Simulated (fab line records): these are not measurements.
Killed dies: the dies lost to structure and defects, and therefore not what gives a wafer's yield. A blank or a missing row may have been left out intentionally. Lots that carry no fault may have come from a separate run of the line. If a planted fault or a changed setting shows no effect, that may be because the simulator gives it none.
A lot that was struck, set against a sound lot	flow n5Finfet	15 out of 1938 route steps
Sound: the wafers L697.2, L697.3, L697.5. Struck: wafer L689.1 (left out: L689.6, a lot-mate that was not struck); the cause follows at the end.
Each step with rows lists, per side, the tool, then ch with its chambers, then its first start. Under that, the readings that differ: sound wafers	struck wafers	difference of the means	sigmas: that difference in standard deviations of wafers without a fault.
alike: readings with means less than 2 such deviations apart, plus words and numbers identical on both sides. not compared: withheld readings, readings lacking a value on some wafer, bounds such as >300 that could conceal the same value, and numbers that have no deviation in the record and whose values overlap.
Wherever a step has rows on one side only, a row that says differs or no value, or a row with sigmas, the two part there. When numbers do not overlap yet have no deviation, they are printed without sigmas and do not part them. A reading missing from all wafers of one side parts the sides only when that side holds two or more wafers.

first, 4 steps without rows for these wafers: N5_BEOL_M10_SOFTBAKE_06 (time 60 s); N5_BEOL_M10_EXPOSE_08 (exposes mask M10); N5_BEOL_M10_PEB_09 (peb time 60 s); N5_BEOL_M10_DEVELOP_10 (develop time 30 s).
N5_BEOL_M10_CD_MEAS_11: the cd target is 64.1 nm.
  sound on cdSem-01 ch 0, day 18 01:26; struck on cdSem-01 ch 0, day 15 21:35
  alike: cdNm
N5_BEOL_M10_OVL_MEAS_12:
  sound on overlay-01 ch 0, day 18 01:28; struck on overlay-01 ch 0, day 15 21:37
  alike: M10_OVL
N5_BEOL_M10_INSPECT_13: inspects for defects (brightfield).
  struck on defectInspect-02, day 15 21:39; sound on defectInspect-01, day 18 01:29
  alike: rawDefectCount
N5_BEOL_M10_DESCUM_16: chemistry O2, time 7.9 s.
  sound on rieDiel-04 ch 0,1,2, day 18 01:31; struck on rieDiel-01 ch 2, day 15 21:41
reading	sound	struck	difference	sigmas
showerheadPlenumPTorr (Torr)	2.08 2.05 2.04	2.24	+0.18	+3
  alike: drypumpMotorCurrentA, oesProductAu, rfVppV, throttleValvePct
  not compared: rfHoursCounterH
N5_BEOL_M10_ETCH_61: etches SiARC in CF4, target depth 39 nm, time 65 s.
  sound on rieDiel-04 ch 0,1,2, day 18 01:33; struck on rieDiel-01 ch 2, day 15 21:43
reading	sound	struck	difference	sigmas
showerheadPlenumPTorr (Torr)	2.15 2.11 2.10	2.28	+0.16	+3
  alike: cf4FlowSccm, drypumpMotorCurrentA, etchRfOnTimeS, oesProductAu, rfVppV, throttleValvePct
  not compared: rfHoursCounterH
N5_BEOL_M10_ETCH_62: etches SOC in N2/H2, target depth 110 nm, overetch 22 nm, time 165 s.
  sound on rieDiel-04 ch 0,1,2, day 18 01:36; struck on rieDiel-01 ch 2, day 15 21:46
reading	sound	struck	difference	sigmas
rfVppV (V)	523.7 521.6 522.3	529.0	+6.5	+3
showerheadPlenumPTorr (Torr)	2.57 2.52 2.45	2.69	+0.18	+3
  alike: drypumpMotorCurrentA, oesProductAu, throttleValvePct
  not compared: rfHoursCounterH
then, 1 step without rows for these wafers: N5_BEOL_M10_STRIP_68 (strips in N2/H2).
N5_BEOL_M10_STRIP_67: strips in CF4.
  sound on rieDiel-04 ch 0,1,2, day 18 01:45; struck on rieDiel-01 ch 2, day 15 21:55
reading	sound	struck	difference	sigmas
cf4FlowSccm (sccm)	150.3 150.5 150.6	149.5	-1.0	-2
rfVppV (V)	270.9 270.2 270.7	273.7	+3.1	+2
showerheadPlenumPTorr (Torr)	1.79 1.76 1.75	1.90	+0.13	+3
  alike: drypumpMotorCurrentA, oesProductAu, throttleValvePct
  not compared: rfHoursCounterH
N5_BEOL_M10_HM_OPEN_17: chemistry Cl2/BCl3, target TiN, target depth 20 nm, overetch 6 nm.
  sound on rieMetal-02 ch 1, day 18 01:47; struck on rieMetal-03 ch 0, day 15 21:57
reading	sound	struck	difference	sigmas
model.SOC_of_BEOL_M10_COAT_59.thkNm (nm)	91.8 92.2 92	92.8	+0.8	
  alike: drypumpMotorCurrentA, mfcCl2Sccm, oesProductAu, throttleValvePct
  not compared: rfHoursCounterH
N5_BEOL_M10_STRIP_19: strips in O2.
  sound on rieDiel-01 ch 1,2,3, day 18 01:54; struck on rieDiel-01 ch 2, day 15 22:04
  alike: drypumpMotorCurrentA, oesProductAu, rfVppV, showerheadPlenumPTorr, throttleValvePct
  not compared: rfHoursCounterH
following that, these wafers have no rows for 1 step: N5_PASSIVATION_PROBE_49.

## WHERE THEY PART
At N5_BEOL_M10_DESCUM_16 first; at N5_BEOL_M10_STRIP_67 last (within this record only). Later steps at which nothing parts them and some readings are alike: N5_BEOL_M10_HM_OPEN_17, N5_BEOL_M10_STRIP_19.

WHY: whatever the simulator had introduced
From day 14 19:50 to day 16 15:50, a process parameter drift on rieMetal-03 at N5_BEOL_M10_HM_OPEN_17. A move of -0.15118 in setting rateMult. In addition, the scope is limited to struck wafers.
